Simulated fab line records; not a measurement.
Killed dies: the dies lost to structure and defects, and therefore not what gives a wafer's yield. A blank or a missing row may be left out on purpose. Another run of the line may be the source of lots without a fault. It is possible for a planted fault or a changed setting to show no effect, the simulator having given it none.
8D (eight disciplines) problem report, filled in by code -- flow nand-harc -- the parts of the form that need people (team, actions taken, sign-off) are left out

== 1. THE PROBLEM ==
Mean of killed-at-array at NHARC_END_SORT_01: 671 across 2 wafers in 2 lots; on wafers with no fault it is 59 (standard deviation 16). Measured from the usual mean, that is +38 standard deviations.
First seen on wafer L591.4, day 29 12:43, on prober-02. The record has a number at this step for 36 wafers belonging to 12 lots. By rule, "out" or "out of limits" means more than 4 standard deviations away from the usual mean. Any other wafer with a number is counted as sound.

== 2. WHAT IT IS, WHAT IT ISN'T ==
question,is,is not
which readings at this step,"killed-at-array, killed-dies","killed-at-other, killed-at-periphery, killed-open, killed-short"
which lots,"L591, L592","L579, L580, L581, L593, L595, L596, L597, L598, L599, L600"
which wafers of those lots,"L591.4, L592.2","L591.1, L591.6, L592.3, L592.5"
read on which gauges,"prober-01, prober-02",-
when,from day 29 12:43,"up to then (10 sound wafers); but 24 sound wafers of L591, L592, L593, L595, L596, L597, L598, L599, L600 came after"

== 3. SUSPECTS, AND WHAT RULES EACH OUT ==
Counting: any tool at a process step up to the reading remains a suspect provided it ran every lot that is out. Sound lots after the first of them don't rule it out here, since some wafers of a struck lot are sound.
- the gauge at NHARC_END_SORT_01 has been ruled out. Those wafers that are out were read across 2 gauges (prober-01, prober-02).
- rie-diel-10 at NHARC_A_STAIRCASE_HM_OPEN_457 (chemistry O2/COS): kept. Every lot that is out went through it, the first being L591 (day 21 22:22); the last sound lot it ran before that was L579 (day 17 09:41). Its own oes-product-au readings are out on those wafers.
- Within rie-diel-10 at NHARC_A_STAIRCASE_HM_OPEN_457: the wafers that are out ran in chambers 2, 3; their sound lot-mates ran in chambers 0, 1.
Left after counting: rie-diel-10 at NHARC_A_STAIRCASE_HM_OPEN_457.

== 4. THE CAUSE (what the simulator had put in) ==
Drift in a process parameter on rie-diel-10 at NHARC_A_STAIRCASE_HM_OPEN_457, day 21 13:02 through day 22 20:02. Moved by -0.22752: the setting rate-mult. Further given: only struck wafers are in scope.
This tool alone remained once counting was done.

== 5. SEQUENCE OF EFFECTS, ordered by route ==
Each row: a reading where the mean over the struck wafers with a number is more than 3 standard deviations away from the usual. Only readings for which the record gives a usual standard deviation are gone through. hours: the time from each lot's start at the first step in this table that gives one to its start at this step, as a median over the lots. sigmas: the change in usual standard deviations.
hours,step,reading,usual,on struck wafers,change,sigmas
0,NHARC_A_STAIRCASE_HM_OPEN_457,oes-product-au,0.999 a.u.,0.851,-0.148,-13
185,NHARC_END_SORT_01,killed-at-array,59,671,+612,+38
185,NHARC_END_SORT_01,killed-dies,64,677,+613,+38
Its process steps:
- NHARC_A_STAIRCASE_HM_OPEN_457: chemistry O2/COS.

== 6. WHAT WOULD HAVE CAUGHT IT SOONER ==
The first out-of-limits reading at a measuring or inspecting step in this record came at day 29 12:43, 192 hours after the fault's start at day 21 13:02.
Tool's own readings at NHARC_A_STAIRCASE_HM_OPEN_457, oes-product-au: out on all struck wafers the step has rows for; an alarm limit on them would have tripped on the first.
By day 29 12:43, every lot that is out (2) had started NHARC_A_STAIRCASE_HM_OPEN_457 on rie-diel-10. Holding the tool at that point would not have protected any of them.
